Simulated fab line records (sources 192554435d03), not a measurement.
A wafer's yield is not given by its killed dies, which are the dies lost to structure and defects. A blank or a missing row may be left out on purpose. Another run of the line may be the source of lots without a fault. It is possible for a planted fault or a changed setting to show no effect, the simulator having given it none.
Chamber matching | flow n5Finfet | N5_ILD0_LINER_00 on aldSin-01 has 4 sister chambers
The step material SiNx, target thk 4 nm, pulse time 1 s, purge time 2 s. 14 wafers are shown with their chamber, then 7 later ones without.

== WAFERS WITH THEIR CHAMBER ==
wafer  | chamber | heaterPowerW (W) | precursorPulseHeightRel
L699.1 | 2       | 825              | 1.007
L699.3 | 3       | 773              | 0.969
L699.6 | 0       | 662              | 1.030
L700.1 | 1       | 822              | 1.015
L700.5 | 2       | 841              | 1.039
L700.6 | 3       | 769              | 1.018
L701.3 | 0       | 668              | 0.998
L701.4 | 3       | 771              | 0.963
L701.5 | 1       | 842              | 1.006
L703.2 | 0       | 669              | 1.006
L703.3 | 1       | 837              | 0.998
L703.4 | 1       | 827              | 0.994
L704.2 | 3       | 762              | 1.025
L704.3 | 0       | 657              | 0.971

SIGNATURES (averages over the wafers above)
reading                 | chamber 0 | chamber 1 | chamber 2 | chamber 3 | scatter within a chamber
heaterPowerW            | 664.00    | 832.00    | 833.00    | 768.75    | 7.35
precursorPulseHeightRel | 1.00125   | 1.00325   | 1.02300   | 0.99375   | 0.0238
Rule: for each reading, subtract the chamber's mean from the wafer's reading, divide by that reading's scatter and square the result; add these up over the readings and take the root, which gives the wafer's distance from the chamber. The wafer belongs to the nearest chamber; if the next one is less than 2 further off, it can't be placed. How the scatter is found: for the shown wafers, subtract from each reading the mean of its chamber, square and add these, divide the total by (wafers less chambers), then take the root.

== WAFERS WITH NO CHAMBER GIVEN ==
wafer  | heaterPowerW (W) | precursorPulseHeightRel
L704.6 | 757              | 1.006
L715.3 | 846              | 0.996
L715.5 | 851              | 0.989
L715.6 | 843              | 0.982
L719.2 | 787              | 1.021
L719.5 | 772              | 1.018
L719.6 | 833              | 0.998

== WHICH CHAMBER EACH WENT THROUGH ==
wafer  | from the rows above     | in truth
L704.6 | 3                       | 3
L715.3 | can't be placed: 1 or 2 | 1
L715.5 | can't be placed: 1 or 2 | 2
L715.6 | can't be placed: 1 or 2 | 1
L719.2 | 3                       | 3
L719.5 | 3                       | 3
L719.6 | can't be placed: 1 or 2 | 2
3 of 7 placed correctly. From these rows, 4 cannot be placed; in 4 the true chamber is one of the candidates. Wrongly placed: 0.
